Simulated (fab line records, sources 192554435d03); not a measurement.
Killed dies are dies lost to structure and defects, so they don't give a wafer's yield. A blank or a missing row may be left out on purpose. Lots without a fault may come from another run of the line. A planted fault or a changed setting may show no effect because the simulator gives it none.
Problem report in the 8D (eight disciplines) form, filled by code | flow n5_finfet | the parts of the form that need people (team, actions taken, sign-off) are left out

1. THE PROBLEM
etch_rf_on_time_s at N5_FIN_CUT_ETCH_30 reads a mean of 20.41 s on 2 wafers of 2 lots; wafers without a fault read 10.52 s with a standard deviation of 0.28. That is +35 standard deviations from the usual mean.
The step: etches underlayer in N2/H2, target depth 13 nm, time 10.4 s.
First seen on wafer L483.3, day 5 06:24, on rie_diel-06. The record holds 33 wafers of 11 lots with a number at this step. Rule for "out", or "out of limits": more than 4 standard deviations from the usual mean. The other wafers with a number count as sound.

2. WHAT IT IS AND WHAT IT IS NOT
question                    | is                | is not
which readings at this step | etch_rf_on_time_s | drypump_motor_current_A, rf_vpp_V, showerhead_plenum_p_Torr, throttle_valve_pct
which lots                  | L483, L484        | L472, L473, L474, L476, L479, L480, L482, L485, L488
which wafers of those lots  | L483.3, L484.4    | L483.1, L483.5, L484.1, L484.5
read on which tools         | rie_diel-06       | rie_diel-01, rie_diel-05
when                        | from day 5 06:24  | up to then (23 sound wafers); but 8 sound wafers of L484, L485, L488 came after

3. SUSPECTS, AND WHAT RULES EACH OUT
Counting: a tool at a process step up to the reading stays a suspect if it ran every lot that is out. Sound lots after the first of them don't rule it out here, since some wafers of a struck lot are sound.
- rie_diel-06 at N5_FIN_CUT_ETCH_30 (etches underlayer in N2/H2, target depth 13 nm, time 10.4 s): kept. It ran every lot that is out, first L483 (day 5 06:24); its last sound lot up to then is L480 (day 4 10:59). Its own readings are out on those wafers: etch_rf_on_time_s.
- Within rie_diel-06 at N5_FIN_CUT_ETCH_30: the wafers that are out ran in chamber 3; their sound lot-mates ran in chambers 0, 1, 2.
Left after counting: rie_diel-06 at N5_FIN_CUT_ETCH_30.

4. THE CAUSE (what the simulator had put in)
Process parameter drift: rie_diel-06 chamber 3, from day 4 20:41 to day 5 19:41, at N5_FIN_CUT_ETCH_30. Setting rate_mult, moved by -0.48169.
Counting left only this tool.

5. THE CHAIN OF EFFECTS, in route order
Each row: a reading whose mean over the struck wafers that have a number lies more than 3 standard deviations from the usual. Only readings for which the record gives a usual standard deviation are gone through. hours: the time from each lot's start at the first step in this table that gives one to its start at this step, as a median over the lots. sigmas: the change in usual standard deviations.
hours | step               | reading           | usual   | on struck wafers | change | sigmas
0     | N5_FIN_CUT_ETCH_30 | etch_rf_on_time_s | 10.52 s | 20.41            | +9.89  | +35
The process steps in it:
- N5_FIN_CUT_ETCH_30: etches underlayer in N2/H2, target depth 13 nm, time 10.4 s.

6. WHAT WOULD HAVE CAUGHT IT SOONER
In this record the first reading out of limits was taken at day 5 06:24, 10 hours after the fault began at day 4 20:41.
